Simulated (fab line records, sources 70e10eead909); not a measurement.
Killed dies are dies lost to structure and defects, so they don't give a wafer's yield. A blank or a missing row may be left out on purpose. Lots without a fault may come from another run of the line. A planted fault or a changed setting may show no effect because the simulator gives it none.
fab line records | flow nand_harc
record lots=24 wafers=72 last_day=34
route steps=1302 shown A_CONTACT@1016
lots that met no fault: from a run of the same line without faults
start_h: hours from the record's first day to the start of the lot's first wafer shown | wait_h: hours since the lot's step before | " the same as in the row above | L1.1+2: a row that stands for several wafers | - no value, or no start given | * or withheld: withheld | < > ~ a bound
route shown NAME@n: a module of which the file shows steps, and the number in the route of the first | usual: mean/standard deviation of fault-free wafers | same: alike in all rows | chamber/n: place in a boat | sites: the reading at each site | _std_site: their standard deviation | _edge_site: outer sites' mean less inner sites' | radius_mm: how far each site lies from the wafer's centre | mask NAME#n: copy n | behind: the tool/chamber that last shaped the wafer | hold: why the lot was held/for how many hours/how that ended | device: the transistor (n, p or np) that didn't switch | end of line: the same wafers' tests at the end of the route | a step without rows: its recipe alone | killed: dies lost to structure and defects at the first sort, not the wafer's yield | map: a wafer's dies, x killed, . not, _ none there
set.NAME: the setting as run; set.NAME@STEP: as run at that earlier step | model.NAME: the simulator's own value behind a step, which no gauge read
steps of the route over a sample of lots; a table a step, a row a wafer
services: from which hour (start_h, from the record's first day; less than 0 if before it) a tool's chamber was out of use, for how many hours, and why
## steps
# step NHARC_A_CONTACT_ETCH_122
# recipe source_w=withheld pressure_mtorr=20 bias_v=3000 time_s=190 target_depth_a=18500 ar_flow_sccm=withheld c4f8_flow_sccm=withheld o2_flow_sccm=withheld chemistry=C4F8/O2/Ar
# columns lot.wafer tool chamber start_h wait_h rf_hours_counter_h
L075.1 har_cap_etch-03 0 504.59 0.1 42
L075.2 " 1 " " 42
L075.5 " 1 " " -
L074.3 har_cap_etch-02 1 509.13 0.1 -
L074.6 " 1 " " -
L074.5 " 0 " " -
L076.2 har_cap_etch-03 1 510.22 0.1 44
L076.5 " 1 " " -
L076.6 " 0 " " -
L078.1 har_cap_etch-02 0 518.72 0.1 87
L078.6 " 1 " " -
L078.5 " 0 " " -
L077.2 har_cap_etch-02 1 522.82 0.1 89
L077.3 " 1 " " -
L077.5 " 1 " " -
L079.1 har_cap_etch-03 1 557.95 0.1 53
L079.5 " 1 " " -
L079.6 " 0 " " -
L080.2 har_cap_etch-01 1 559.22 0.1 8
L080.3 " 1 " " -
L080.5 " 1 " " -
L081.2 har_cap_etch-02 1 559.83 0.1 94
L081.3 " 1 " " -
L081.4 " 0 " " -
L084.2 har_cap_etch-03 1 593.21 0.1 58
L084.1 " 0 " " 58
L084.6 " 1 " " -
L082.1 har_cap_etch-01 1 594.36 0.1 14
L082.2 " 0 " " 14
L082.4 " 0 " " -
L083.1 har_cap_etch-02 0 595.25 0.1 100
L083.2 " 1 " " 100
L083.3 " 0 " " -
L085.2 har_cap_etch-03 1 608.69 0.1 62
L085.3 " 1 " " -
L085.6 " 1 " " -
L086.2 har_cap_etch-02 1 615.44 0.1 104
L086.1 " 0 " " 104
L086.5 " 1 " " -
L087.1 har_cap_etch-02 0 629.13 0.1 106
L087.3 " 0 " " -
L087.6 " 0 " " -
L089.2 har_cap_etch-03 0 640.89 0.1 69
L089.6 " 0 " " -
L089.5 " 1 " " -
L088.2 har_cap_etch-01 1 645.29 0.1 24
L088.3 " 0 " " -
L088.5 " 0 " " -
L092.2 har_cap_etch-01 0 672.94 0.1 28
L092.1 " 1 " " 28
L092.4 " 0 " " -
L090.2 har_cap_etch-02 1 674.87 0.1 113
L090.5 " 0 " " -
L090.6 " 1 " " -
L091.2 har_cap_etch-03 0 682.77 0.1 74
L091.4 " 0 " " -
L091.6 " 0 " " -
L095.2 har_cap_etch-03 1 691.56 0.1 76
L095.5 " 0 " " -
L095.6 " 1 " " -
L093.1 har_cap_etch-03 1 698.11 0.1 79
L093.4 " 0 " " -
L093.6 " 1 " " -
L094.1 har_cap_etch-01 0 698.32 0.1 33
L094.4 " 0 " " -
L094.5 " 0 " " -
L096.1 har_cap_etch-01 1 720.73 0.1 38
L096.4 " 0 " " -
L096.3 " 1 " " -
L097.1 har_cap_etch-03 0 732.50 0.1 86
L097.2 " 1 " " 86
L097.5 " 1 " " -
# step NHARC_A_CONTACT_DEP_57
# recipe target_thk_a=53000 temp_c=400 material=aC
# usual throttle_valve_pct=35.000/0.0095
# columns lot.wafer tool chamber start_h wait_h throttle_valve_pct
L075.1 acl_dep-03 0 509.15 - 34.993
L075.2 " 0 " " 35.013
L075.5 " 0 511.32 - 35.012
L074.3 acl_dep-03 0 513.50 - 35.003
L074.5 " 0 514.59 - 34.997
L074.6 " 0 " " 35.022
L076.2 acl_dep-01 0 514.56 - 34.997
L076.5 " 0 516.16 - 35.006
L076.6 " 0 " " 34.992
L078.1 acl_dep-03 0 521.23 - 35.007
L078.5 " 0 523.40 - 35.019
L078.6 " 0 " " 34.998
L077.2 acl_dep-02 0 525.93 - 34.998
L077.3 " 0 " " 34.990
L077.5 " 0 527.57 - 34.990
L079.1 acl_dep-03 0 560.28 - 34.996
L079.5 " 0 562.43 - 35.008
L079.6 " 0 " " 35.002
L080.2 acl_dep-03 0 564.04 - 35.009
L080.3 " 0 " " 34.995
L080.5 " 0 565.65 - 35.009
L081.2 acl_dep-03 0 567.25 - 35.017
L081.3 " 0 " " 34.982
L081.4 " 0 " " 34.995
L084.1 acl_dep-03 0 596.77 - 35.000
L084.2 " 0 " " 35.006
L084.6 " 0 599.43 - 35.009
L082.1 acl_dep-01 0 596.81 - 34.981
L082.2 " 0 " " 34.988
L082.4 " 0 598.44 - 34.998
L083.1 acl_dep-02 0 599.21 - 34.993
L083.2 " 0 " " 35.004
L083.3 " 0 " " 34.985
L085.2 acl_dep-03 0 614.41 - 34.989
L085.3 " 0 " " 35.000
L085.6 " 0 616.60 - 35.000
L086.1 acl_dep-03 0 618.97 - 34.978
L086.2 " 0 " " 35.002
L086.5 " 0 621.14 - 35.003
L087.1 acl_dep-02 0 631.95 - 34.989
L087.3 " 0 633.02 - 34.999
L087.6 " 0 634.62 - 35.013
L089.2 acl_dep-03 0 643.74 - 35.005
L089.5 " 0 645.35 - 35.010
L089.6 " 0 " " 34.996
L088.2 acl_dep-03 0 650.01 - 34.995
L088.3 " 0 " " 34.994
L088.5 " 0 651.63 - 35.003
L092.1 acl_dep-02 0 678.08 - 35.011
L092.2 " 0 " " 34.983
L092.4 " 0 679.66 - 34.991
L090.2 acl_dep-03 0 678.80 - 34.985
L090.5 " 0 680.41 - 35.005
L090.6 " 0 " " 34.994
L091.2 acl_dep-01 0 686.60 - 35.000
L091.4 " 0 687.70 - 34.993
L091.6 " 0 688.79 - 34.999
L095.2 acl_dep-03 0 695.98 - 35.006
L095.5 " 0 697.59 - 35.009
L095.6 " 0 " " 35.000
L093.1 acl_dep-02 0 702.99 - 35.002
L093.4 " 0 704.60 - 34.989
L093.6 " 0 705.67 - 35.004
L094.1 acl_dep-03 0 704.05 - 34.990
L094.4 " 0 705.65 - 34.991
L094.5 " 0 " " 35.004
L096.1 acl_dep-01 0 723.12 - 35.000
L096.3 " 0 724.20 - 34.994
L096.4 " 0 " " 34.996
L097.1 acl_dep-02 0 736.20 - 34.989
L097.2 " 0 " " 35.010
L097.5 " 0 738.34 - 34.997
# step NHARC_A_CONTACT_ETCH_130
# recipe source_w=withheld pressure_mtorr=20 bias_v=3000 time_s=197 target_depth_a=19180 ar_flow_sccm=withheld c4f8_flow_sccm=withheld o2_flow_sccm=withheld chemistry=C4F8/O2/Ar
# columns lot.wafer tool chamber start_h wait_h rf_hours_counter_h
L075.2 har_cap_etch-01 1 515.84 0.2 1
L075.1 " 0 " " 1
L075.5 " 0 " " -
L074.3 har_cap_etch-03 1 519.33 0.1 -
L074.5 " 0 " " -
L074.6 " 1 " " -
L076.2 har_cap_etch-01 0 520.83 0.1 3
L076.5 " 1 " " -
L076.6 " 0 " " -
L078.1 har_cap_etch-02 0 528.00 0.1 90
L078.5 " 0 " " -
L078.6 " 1 " " -
L077.2 har_cap_etch-01 0 535.08 0.1 6
L077.3 " 1 " " -
L077.5 " 0 " " -
L079.1 har_cap_etch-03 0 567.06 0.1 54
L079.6 " 0 " " -
L079.5 " 1 " " -
L080.2 har_cap_etch-01 1 570.28 0.1 10
L080.3 " 0 " " -
L080.5 " 0 " " -
L081.2 har_cap_etch-02 0 573.52 0.1 96
L081.4 " 1 " " -
L081.3 " 0 " " -
L084.1 har_cap_etch-03 1 603.74 0.1 59
L084.2 " 0 " " 59
L084.6 " 0 " " -
L082.1 har_cap_etch-01 0 604.41 0.1 15
L082.2 " 1 " " 15
L082.4 " 0 " " -
L083.2 har_cap_etch-02 1 605.99 0.1 101
L083.1 " 0 " " 101
L083.3 " 1 " " -
L085.2 har_cap_etch-03 1 620.69 0.1 65
L085.3 " 1 " " -
L085.6 " 1 " " -
L086.2 har_cap_etch-01 1 625.79 0.1 20
L086.1 " 0 " " 20
L086.5 " 1 " " -
L087.1 har_cap_etch-02 1 638.75 0.1 108
L087.3 " 0 " " -
L087.6 " 1 " " -
L089.2 har_cap_etch-03 0 649.87 0.1 70
L089.6 " 1 " " -
L089.5 " 0 " " -
L088.2 har_cap_etch-01 1 656.15 0.1 25
L088.3 " 1 " " -
L088.5 " 1 " " -
L092.2 har_cap_etch-01 0 684.98 0.1 29
L092.1 " 1 " " 29
L092.4 " 0 " " -
L090.2 har_cap_etch-02 1 685.65 0.1 114
L090.5 " 1 " " -
L090.6 " 0 " " -
L091.2 har_cap_etch-01 1 692.92 0.1 31
L091.4 " 1 " " -
L091.6 " 0 " " -
L095.2 har_cap_etch-03 1 702.34 0.1 80
L095.5 " 1 " " -
L095.6 " 0 " " -
L093.1 har_cap_etch-02 0 709.63 0.1 119
L093.4 " 0 " " -
L093.6 " 1 " " -
L094.1 har_cap_etch-03 1 710.70 0.1 82
L094.4 " 1 " " -
L094.5 " 0 " " -
L096.1 har_cap_etch-02 1 729.97 0.1 122
L096.4 " 1 " " -
L096.3 " 0 " " -
L097.2 har_cap_etch-01 0 743.03 0.1 41
L097.1 " 1 " " 41
L097.5 " 1 " " -
# step NHARC_A_CONTACT_ETCH_139
# recipe source_w=withheld pressure_mtorr=20 bias_v=400 time_s=195 target_depth_a=8400 ar_flow_sccm=withheld c4f8_flow_sccm=11.5 o2_flow_sccm=7.2 chemistry=C4F8/O2/Ar
# columns lot.wafer tool chamber start_h wait_h rf_hours_counter_h
L075.2 har_cap_etch-03 1 523.73 0.2 48
L075.1 " 0 " " 48
L075.5 " 1 " " -
L074.3 har_cap_etch-01 0 526.99 0.2 -
L074.5 " 1 " " -
L074.6 " 0 " " -
L076.2 har_cap_etch-03 1 528.54 0.2 49
L076.6 " 1 " " -
L076.5 " 0 " " -
L078.1 har_cap_etch-03 0 535.49 0.2 51
L078.6 " 1 " " -
L078.5 " 0 " " -
L077.2 har_cap_etch-02 1 543.02 0.2 92
L077.3 " 0 " " -
L077.5 " 0 " " -
L079.1 har_cap_etch-03 1 575.07 0.2 56
L079.5 " 0 " " -
L079.6 " 1 " " -
L080.2 har_cap_etch-01 0 578.25 0.2 12
L080.3 " 1 " " -
L080.5 " 0 " " -
L081.2 har_cap_etch-02 0 581.90 0.2 98
L081.3 " 0 " " -
L081.4 " 1 " " -
L082.2 har_cap_etch-01 0 613.72 0.2 17
L082.1 " 1 " " 17
L082.4 " 0 " " -
L084.1 har_cap_etch-03 1 615.43 0.2 64
L084.2 " 0 " " 64
L084.6 " 0 " " -
L083.1 har_cap_etch-01 1 615.51 0.2 19
L083.2 " 0 " " 19
L083.3 " 1 " " -
L085.2 har_cap_etch-03 1 632.89 0.2 67
L085.3 " 1 " " -
L085.6 " 0 " " -
L086.1 har_cap_etch-01 0 634.71 0.2 22
L086.2 " 1 " " 22
L086.5 " 0 " " -
L087.1 har_cap_etch-02 0 646.49 0.2 110
L087.3 " 0 " " -
L087.6 " 0 " " -
L089.2 har_cap_etch-02 0 658.95 0.2 111
L089.5 " 0 " " -
L089.6 " 1 " " -
L088.2 har_cap_etch-03 0 663.63 0.2 72
L088.3 " 1 " " -
L088.5 " 1 " " -
L092.2 har_cap_etch-02 0 695.29 0.2 116
L092.1 " 1 " " 116
L092.4 " 1 " " -
L090.2 har_cap_etch-02 0 698.96 0.2 118
L090.5 " 1 " " -
L090.6 " 0 " " -
L091.2 har_cap_etch-01 0 703.59 0.2 35
L091.4 " 1 " " -
L091.6 " 0 " " -
L095.2 har_cap_etch-01 1 712.25 0.2 37
L095.5 " 1 " " -
L095.6 " 0 " " -
L093.1 har_cap_etch-02 0 718.46 0.2 121
L093.4 " 0 " " -
L093.6 " 1 " " -
L094.1 har_cap_etch-03 0 719.04 0.2 84
L094.4 " 1 " " -
L094.5 " 0 " " -
L096.1 har_cap_etch-01 1 737.69 0.2 40
L096.3 " 0 " " -
L096.4 " 1 " " -
L097.1 har_cap_etch-01 0 756.60 0.2 43
L097.2 " 1 " " 43
L097.5 " 0 " " -
# step NHARC_A_CONTACT_CD_MEAS_15
# usual cd_nm=190.3/0.57
# columns lot.wafer tool chamber start_h wait_h cd_nm
L075.1 cd_sem-02 - 524.54 - 190.3
L075.2 " - " " 190.2
L075.5 " - " " 190.9
L074.3 cd_sem-01 - 527.63 - 189.9
L074.5 " - " " 189.3
L074.6 " - " " 189.7
L076.2 cd_sem-01 - 529.31 - 190.4
L076.5 " - " " 190.9
L076.6 " - " " 190.2
L078.1 cd_sem-03 - 536.22 - 192.2
L078.5 " - " " 191.5
L078.6 " - " " 191.2
L077.2 cd_sem-02 - 543.76 - 190.6
L077.3 " - " " 190.7
L077.5 " - " " 190.6
L079.1 cd_sem-01 - 575.80 - 190.6
L079.5 " - " " 190.2
L079.6 " - " " 189.8
L080.2 cd_sem-01 - 578.98 - 190.2
L080.3 " - " " 190.4
L080.5 " - " " 189.9
L081.2 cd_sem-03 - 582.68 - 190.3
L081.3 " - " " 189.8
L081.4 " - " " 190.6
L082.1 cd_sem-03 - 614.50 - 189.6
L082.2 " - " " 189.4
L082.4 " - " " 189.9
L084.1 cd_sem-02 - 616.21 - 189.2
L084.2 " - " " 188.8
L084.6 " - " " 189.7
L083.1 cd_sem-01 - 616.29 - 191.1
L083.2 " - " " 190.2
L083.3 " - " " 190.1
L085.2 cd_sem-01 - 633.62 - 190.3
L085.3 " - " " 190.2
L085.6 " - " " 189.9
L086.1 cd_sem-01 - 635.51 - 190.4
L086.2 " - " " 191.0
L086.5 " - " " 191.5
L087.1 cd_sem-01 - 647.26 - 190.3
L087.3 " - " " 190.6
L087.6 " - " " 190.2
L089.2 cd_sem-02 - 659.73 - 189.8
L089.5 " - " " 190.6
L089.6 " - " " 190.1
L088.2 cd_sem-03 - 664.37 - 189.0
L088.3 " - " " 189.9
L088.5 " - " " 189.3
L092.1 cd_sem-03 - 696.06 - 191.3
L092.2 " - " " 191.0
L092.4 " - " " 191.4
L090.2 cd_sem-01 - 699.70 - 190.4
L090.5 " - " " 191.2
L090.6 " - " " 189.9
L091.2 cd_sem-01 - 704.37 - 190.5
L091.4 " - " " 189.9
L091.6 " - " " 190.7
L095.2 cd_sem-03 - 713.07 - 190.2
L095.5 " - " " 190.0
L095.6 " - " " 190.6
L093.1 cd_sem-02 - 719.22 - 189.7
L093.4 " - " " 190.0
L093.6 " - " " 189.5
L094.1 cd_sem-01 - 719.77 - 190.6
L094.4 " - " " 189.9
L094.5 " - " " 189.7
L096.1 cd_sem-03 - 738.42 - 190.3
L096.3 " - " " 190.5
L096.4 " - " " 190.9
L097.1 cd_sem-02 - 757.38 - 189.9
L097.2 " - " " 190.8
L097.5 " - " " 189.7
# step NHARC_A_CONTACT_CMP_20
# recipe t_overpolish_s=30 target_thk_nm=300
# usual motor_current_A=11.6/1.1 overpolish_run_s=30.000/0.009 time_to_endpoint_s=59.8/2.9
# columns lot.wafer tool chamber start_h wait_h motor_current_A overpolish_run_s time_to_endpoint_s
L075.1 cmp-02 2 526.75 0.8 11.1 30.003 62.4
L075.2 " 0 " " 13.5 29.987 61.2
L075.5 " 2 " " 11.5 29.998 65.9
L074.3 cmp-04 3 529.66 0.4 9.8 30.006 63.7
L074.5 " 3 " " 9.7 30.007 60.8
L074.6 " 0 " " 13.3 30.007 64.7
L076.2 cmp-04 1 535.19 0.6 11.9 30.002 62.1
L076.6 " 1 " " 11.7 30.007 64.1
L076.5 " 2 " " 12.9 29.996 57.8
L078.1 cmp-03 3 538.27 0.8 10.6 29.990 61.4
L078.6 " 3 " " 10.6 30.012 62.0
L078.5 " 0 " " 11.2 30.009 58.4
L077.2 cmp-03 3 545.83 0.8 10.5 29.989 62.2
L077.3 " 1 " " 11.0 29.993 58.6
L077.5 " 3 " " 11.0 30.000 62.8
L079.1 cmp-04 3 577.87 0.8 10.8 30.006 59.5
L079.5 " 1 " " 11.4 30.000 59.7
L079.6 " 2 " " 12.5 30.009 56.3
L080.3 cmp-04 2 581.02 0.5 12.3 29.992 53.6
L080.2 " 0 " " 12.9 29.984 61.5
L080.5 " 1 " " 11.3 29.996 59.0
L081.4 cmp-04 2 584.72 0.4 13.0 29.988 59.8
L081.3 " 3 " " 10.4 29.986 62.0
L081.2 " 0 " " 13.4 30.003 63.1
L082.2 cmp-04 3 617.03 0.6 10.0 30.004 54.0
L082.1 " 0 " " 13.4 29.994 57.1
L082.4 " 1 " " 11.4 29.998 58.0
L084.2 cmp-04 0 618.26 0.7 13.1 30.009 55.0
L084.1 " 2 " " 12.9 30.003 53.8
L084.6 " 0 " " 13.3 30.005 58.4
L083.3 cmp-03 0 618.93 0.4 11.3 29.987 59.0
L083.2 " 2 " " 11.3 30.013 59.9
L083.1 " 3 " " 9.9 30.005 61.8
L085.2 cmp-03 0 635.84 0.7 10.6 30.025 60.7
L085.3 " 2 " " 11.3 29.994 63.4
L085.6 " 0 " " 10.5 29.986 61.4
L086.2 cmp-03 1 637.67 0.7 10.6 29.999 56.9
L086.1 " 3 " " 10.9 30.007 61.9
L086.5 " 1 " " 11.2 29.998 59.8
L087.1 cmp-02 0 649.36 0.8 13.5 29.984 62.6
L087.3 " 2 " " 11.9 29.994 62.0
L087.6 " 3 " " 11.5 30.000 60.7
L089.2 cmp-04 1 661.79 0.8 11.2 30.000 59.8
L089.5 " 1 " " 11.2 29.995 61.1
L089.6 " 2 " " 12.7 30.010 57.8
L088.3 cmp-02 0 666.41 0.5 13.2 29.997 64.5
L088.2 " 2 " " 11.2 29.996 63.0
L088.5 " 0 " " 13.4 30.005 60.4
L092.2 cmp-04 2 698.09 0.6 12.6 30.004 56.3
L092.1 " 0 " " 13.3 29.998 59.9
L092.4 " 1 " " 10.6 30.005 61.5
L090.2 cmp-03 2 701.95 0.8 10.8 29.989 58.0
L090.5 " 3 " " 11.0 29.997 59.7
L090.6 " 0 " " 10.6 30.003 56.1
L091.4 cmp-03 0 706.56 0.4 11.1 29.991 57.5
L091.2 " 3 " " 10.7 30.007 59.7
L091.6 " 1 " " 11.2 29.983 55.3
L095.2 cmp-03 1 715.12 0.8 11.1 30.003 55.8
L095.5 " 1 " " 10.7 29.997 59.4
L095.6 " 2 " " 11.1 30.003 60.4
L093.1 cmp-02 1 721.34 0.8 11.9 30.004 59.0
L093.4 " 2 " " 11.1 29.977 65.0
L093.6 " 1 " " 11.8 30.007 62.7
L094.4 cmp-02 3 721.82 0.4 12.0 29.997 59.9
L094.1 " 2 " " 11.6 30.004 65.8
L094.5 " 0 " " 13.3 29.996 62.1
L096.4 cmp-04 2 740.70 0.4 13.7 30.002 54.0
L096.1 " 0 " " 13.0 29.998 58.7
L096.3 " 1 " " 11.8 30.008 59.4
L097.1 cmp-02 1 759.58 0.8 11.7 30.000 58.9
L097.2 " 3 " " 12.3 30.007 57.0
L097.5 " 1 " " 12.4 30.013 55.3
## services
# columns tool chamber start_h hours kind
cmp-03 - 488.66 3.9 repair
har_cap_etch-01 - 497.13 17.0 pm
cmp-04 - 525.26 4.0 pm
har_cap_etch-03 - 529.17 1.1 repair
cmp-02 - 533.89 4.0 pm
cmp-02 - 544.12 1.1 repair
cmp-03 - 554.00 4.0 pm
cmp-02 - 561.45 2.2 repair
cmp-03 - 562.00 1.2 repair
cmp-02 - 568.09 1.3 repair
cmp-04 - 571.91 1.6 repair
cmp-02 - 577.78 2.5 repair
cmp-04 - 598.61 6.1 repair
cmp-04 - 623.26 4.0 pm
cmp-03 - 640.34 5.8 repair
cmp-03 - 652.00 4.0 pm
acl_dep-03 - 661.56 13.0 pm
cmp-03 - 698.20 0.7 repair
cmp-04 - 700.15 2.2 repair
cmp-04 - 715.63 3.7 repair
cmp-04 - 721.26 4.0 pm
cmp-04 - 733.96 3.7 repair
cmp-03 - 750.00 4.0 pm
har_cap_etch-02 - 756.31 17.0 pm
## key
fault none
